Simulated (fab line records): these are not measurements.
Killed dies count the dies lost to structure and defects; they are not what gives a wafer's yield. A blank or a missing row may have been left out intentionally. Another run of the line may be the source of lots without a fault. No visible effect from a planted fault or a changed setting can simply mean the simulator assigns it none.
Chamber matching -- flow n5_finfet -- N5_FIN_SAQP_STRIP_70 on rie_diel-04: 4 sister chambers
The step strips in N2/H2. 8 wafers are shown with their chamber, then 7 later ones without.

== WAFERS PAIRED WITH THEIR CHAMBERS ==
wafer,chamber,showerhead_plenum_p_Torr (Torr),throttle_valve_pct (%)
L078.1,1,3.48,18.77
L078.3,0,3.34,18.87
L082.3,2,3.35,18.76
L082.5,0,3.34,18.88
L088.5,2,3.35,18.76
L088.6,3,3.47,19.22
L091.1,1,3.47,18.82
L091.3,3,3.46,19.24

== WAFERS MISSING THEIR CHAMBER ==
wafer,showerhead_plenum_p_Torr (Torr),throttle_valve_pct (%)
L091.4,3.33,18.90
L094.1,3.33,18.91
L094.2,3.34,18.79
L094.6,3.33,18.90
L095.1,3.33,18.91
L095.4,3.33,18.92
L095.6,3.34,18.81

== WHICH CHAMBER EACH WENT THROUGH ==
wafer,from the rows above,in truth
L091.4,0,0
L094.1,0,0
L094.2,can't be placed: 2 or 0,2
L094.6,0,0
L095.1,0,0
L095.4,0,0
L095.6,can't be placed: 2 or 0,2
Placed correctly: 5 of 7. Cannot be placed on the basis of these rows: 2; the candidates contain the true chamber in 2. Number placed wrongly: 0.
How it was worked out, from the rows above alone: a wafer's distance from a chamber is the root of the sum, over the readings, of the square of ((its reading less the chamber's mean) divided by the reading's scatter). If the next closest chamber is less than 2 further off than the closest, the wafer can't be placed; otherwise it belongs to the closest. Each chamber's mean is taken over the wafers shown for it. How the scatter is found: for the shown wafers, subtract from each reading the mean of its chamber, square and add these, divide the total by (wafers less chambers), then take the root.
